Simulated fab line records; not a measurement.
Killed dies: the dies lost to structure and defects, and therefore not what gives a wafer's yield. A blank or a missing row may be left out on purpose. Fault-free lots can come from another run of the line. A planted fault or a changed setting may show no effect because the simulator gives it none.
Which tool is to blame? || flow nand_harc || 11 lots, 33 wafers sampled, at 3 steps of a route of 1302

## WHAT EACH GAUGE READ, for each wafer
NHARC_P_GATE_CD_MEAS_59: the cd target is 720 nm. Usual: cd_nm at 720.6 nm, with a standard deviation of 1.6.
{"lot": "L867", "measured": "day 6 15:39", "on": "cd_sem-03", "cd_nm (nm)": "723.2 723.6 722.2", "flag": ""}
{"lot": "L869", "measured": "day 7 13:52", "on": "cd_sem-03", "cd_nm (nm)": "721.0 720.2 722.7", "flag": ""}
{"lot": "L873", "measured": "day 9 04:53", "on": "cd_sem-03", "cd_nm (nm)": "720.9 719.7 721.1", "flag": ""}
{"lot": "L874", "measured": "day 10 00:23", "on": "cd_sem-01", "cd_nm (nm)": "722.0 721.9 722.0", "flag": ""}
{"lot": "L875", "measured": "day 10 02:47", "on": "cd_sem-03", "cd_nm (nm)": "718.2 717.4 719.4", "flag": ""}
{"lot": "L876", "measured": "day 10 16:30", "on": "cd_sem-02", "cd_nm (nm)": "718.5 720.0 717.1", "flag": ""}
{"lot": "L877", "measured": "day 11 02:04", "on": "cd_sem-02", "cd_nm (nm)": "719.1 719.3 721.2", "flag": ""}
{"lot": "L879", "measured": "day 11 19:34", "on": "cd_sem-03", "cd_nm (nm)": "723.2 720.6 720.3", "flag": ""}
{"lot": "L880", "measured": "day 12 08:53", "on": "cd_sem-02", "cd_nm (nm)": "719.4 721.7 721.7", "flag": ""}
{"lot": "L882", "measured": "day 13 05:11", "on": "cd_sem-01", "cd_nm (nm)": "721.6 721.3 719.2", "flag": ""}
{"lot": "L887", "measured": "day 14 23:23", "on": "cd_sem-01", "cd_nm (nm)": "722.2 720.7 721.2", "flag": ""}

NHARC_P_M0_CD_MEAS_09: the cd target is 90 nm. Usual: cd_nm at 89.6 nm, with a standard deviation of 0.62.
{"lot": "L867", "measured": "day 7 02:17", "on": "cd_sem-01", "cd_nm (nm)": "88.7 89.6 90.5", "flag": ""}
{"lot": "L869", "measured": "day 8 00:50", "on": "cd_sem-03", "cd_nm (nm)": "89.8 90.3 89.3", "flag": ""}
{"lot": "L873", "measured": "day 9 15:23", "on": "cd_sem-03", "cd_nm (nm)": "90.3 89.9 88.9", "flag": ""}
{"lot": "L874", "measured": "day 10 10:43", "on": "cd_sem-03", "cd_nm (nm)": "104.3 103.9 104.0 103.7 103.4 104.8", "flag": "OFF"}
{"lot": "L875", "measured": "day 10 13:16", "on": "cd_sem-03", "cd_nm (nm)": "101.5 101.4 101.5 101.9 101.0 101.5", "flag": "OFF"}
{"lot": "L876", "measured": "day 11 03:17", "on": "cd_sem-03", "cd_nm (nm)": "89.5 89.7 89.3", "flag": ""}
{"lot": "L877", "measured": "day 11 12:52", "on": "cd_sem-03", "cd_nm (nm)": "99.9 100.4 99.7 99.7 100.0 99.5", "flag": "OFF"}
{"lot": "L879", "measured": "day 12 06:11", "on": "cd_sem-03", "cd_nm (nm)": "89.5 88.8 89.6", "flag": ""}
{"lot": "L880", "measured": "day 12 19:44", "on": "cd_sem-03", "cd_nm (nm)": "90.3 89.7 90.0", "flag": ""}
{"lot": "L882", "measured": "day 13 15:58", "on": "cd_sem-02", "cd_nm (nm)": "89.4 89.2 89.3", "flag": ""}
{"lot": "L887", "measured": "day 15 09:48", "on": "cd_sem-01", "cd_nm (nm)": "89.0 90.0 89.4", "flag": ""}

## WHAT TOOL EACH LOT RAN ON (gives the tool, then ch and the chambers of the sampled wafers, and finally the start)
{"lot": "L867", "NHARC_P_M0_EXPOSE_06": "arfi_scanner-03 ch 0, day 7 02:08"}
{"lot": "L869", "NHARC_P_M0_EXPOSE_06": "arfi_scanner-02 ch 0, day 8 00:42"}
{"lot": "L873", "NHARC_P_M0_EXPOSE_06": "arfi_scanner-02 ch 0, day 9 15:14"}
{"lot": "L874", "NHARC_P_M0_EXPOSE_06": "arfi_scanner-02 ch 0, day 10 10:34"}
{"lot": "L875", "NHARC_P_M0_EXPOSE_06": "arfi_scanner-02 ch 0, day 10 13:08"}
{"lot": "L876", "NHARC_P_M0_EXPOSE_06": "arfi_scanner-01 ch 0, day 11 03:10"}
{"lot": "L877", "NHARC_P_M0_EXPOSE_06": "arfi_scanner-02 ch 0, day 11 12:43"}
{"lot": "L879", "NHARC_P_M0_EXPOSE_06": "arfi_scanner-03 ch 0, day 12 06:02"}
{"lot": "L880", "NHARC_P_M0_EXPOSE_06": "arfi_scanner-01 ch 0, day 12 19:35"}
{"lot": "L882", "NHARC_P_M0_EXPOSE_06": "arfi_scanner-03 ch 0, day 13 15:49"}
{"lot": "L887", "NHARC_P_M0_EXPOSE_06": "arfi_scanner-01 ch 0, day 15 09:40"}
- NHARC_P_M0_EXPOSE_06: exposes mask P M0, target cd 90 nm.

## AS READ BY THE TOOLS THEMSELVES (means over the sampled wafers that have a number; for cases with no such wafer, the mark the record gives instead)
NHARC_P_M0_EXPOSE_06. Usual: exposure_dose_mJ_cm2 81.9, standard deviation 0.67; focus_offset_nm -0.1 nm, standard deviation 0.52; reticle_temp_C 23.00 C, standard deviation 0.12.
{"lot": "L867", "tool": "arfi_scanner-03", "exposure_dose_mJ_cm2": 82.3, "focus_offset_nm (nm)": -0.3, "reticle_temp_C (C)": 23.07, "flag": ""}
{"lot": "L869", "tool": "arfi_scanner-02", "exposure_dose_mJ_cm2": 81.2, "focus_offset_nm (nm)": 0.6, "reticle_temp_C (C)": 23.07, "flag": ""}
{"lot": "L873", "tool": "arfi_scanner-02", "exposure_dose_mJ_cm2": 81.2, "focus_offset_nm (nm)": 0.6, "reticle_temp_C (C)": 22.97, "flag": ""}
{"lot": "L874", "tool": "arfi_scanner-02", "exposure_dose_mJ_cm2": 103.2, "focus_offset_nm (nm)": -0.4, "reticle_temp_C (C)": 22.91, "flag": "OFF"}
{"lot": "L875", "tool": "arfi_scanner-02", "exposure_dose_mJ_cm2": 98.9, "focus_offset_nm (nm)": 0.1, "reticle_temp_C (C)": 23.25, "flag": "OFF"}
{"lot": "L876", "tool": "arfi_scanner-01", "exposure_dose_mJ_cm2": 82.8, "focus_offset_nm (nm)": -0.6, "reticle_temp_C (C)": 23.02, "flag": ""}
{"lot": "L877", "tool": "arfi_scanner-02", "exposure_dose_mJ_cm2": 95.2, "focus_offset_nm (nm)": -0.3, "reticle_temp_C (C)": 23.08, "flag": "OFF"}
{"lot": "L879", "tool": "arfi_scanner-03", "exposure_dose_mJ_cm2": 82.2, "focus_offset_nm (nm)": -0.0, "reticle_temp_C (C)": 22.90, "flag": ""}
{"lot": "L880", "tool": "arfi_scanner-01", "exposure_dose_mJ_cm2": 82.8, "focus_offset_nm (nm)": -0.1, "reticle_temp_C (C)": 23.05, "flag": ""}
{"lot": "L882", "tool": "arfi_scanner-03", "exposure_dose_mJ_cm2": 82.4, "focus_offset_nm (nm)": 0.0, "reticle_temp_C (C)": 22.89, "flag": ""}
{"lot": "L887", "tool": "arfi_scanner-01", "exposure_dose_mJ_cm2": 82.8, "focus_offset_nm (nm)": -0.4, "reticle_temp_C (C)": 23.07, "flag": ""}

## THE ANSWER, worked out from the rows above alone
Rule: a lot is off if the mean of its wafers that have a number lies more than 3 standard deviations from the usual mean. Also off: a lot with no number at a reading for which 4 or more lots have one. Where the step has rows for the other lots, those lots are counted as sound. The gauges are gone through in route order, then the tools' own readings, and for those a lot's mean is taken as printed above. The first step at which some lot is off is used, and at that step the reading that is off furthest; a lot without a number counts as furthest.
Off, at NHARC_P_M0_CD_MEAS_09 on cd_nm: L874, L875, L877.
If a tool, at a process step before that reading, ran all the lots that are off and no sound lot after the first of them, it fits. The gauges at NHARC_P_M0_CD_MEAS_09 aren't tried: what is off there is off at NHARC_P_M0_EXPOSE_06 too, on other tools, and a gauge's error can't cause that. One fits: NHARC_P_M0_EXPOSE_06 on arfi_scanner-02. A fault onset in the window from L873 (day 9 15:14, its last sound lot) to L874 (day 10 10:34, its first lot off) fits.
The tool's own readings at NHARC_P_M0_EXPOSE_06 bear it out: on the lots that are off they differ by more than 5 times the standard deviation of the sound lots' means. exposure_dose_mJ_cm2 reads 99.1 there against 82.2 on the sound lots.

## WHAT THE SIMULATOR HAD PUT IN
Drift in process parameters on arfi_scanner-02 at NHARC_P_M0_EXPOSE_06, starting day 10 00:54. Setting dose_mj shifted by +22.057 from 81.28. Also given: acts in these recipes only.
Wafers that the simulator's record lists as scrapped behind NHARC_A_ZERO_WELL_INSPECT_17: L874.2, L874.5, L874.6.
Lots struck among those shown: L874, L875, L877. Same finding as the rule above.
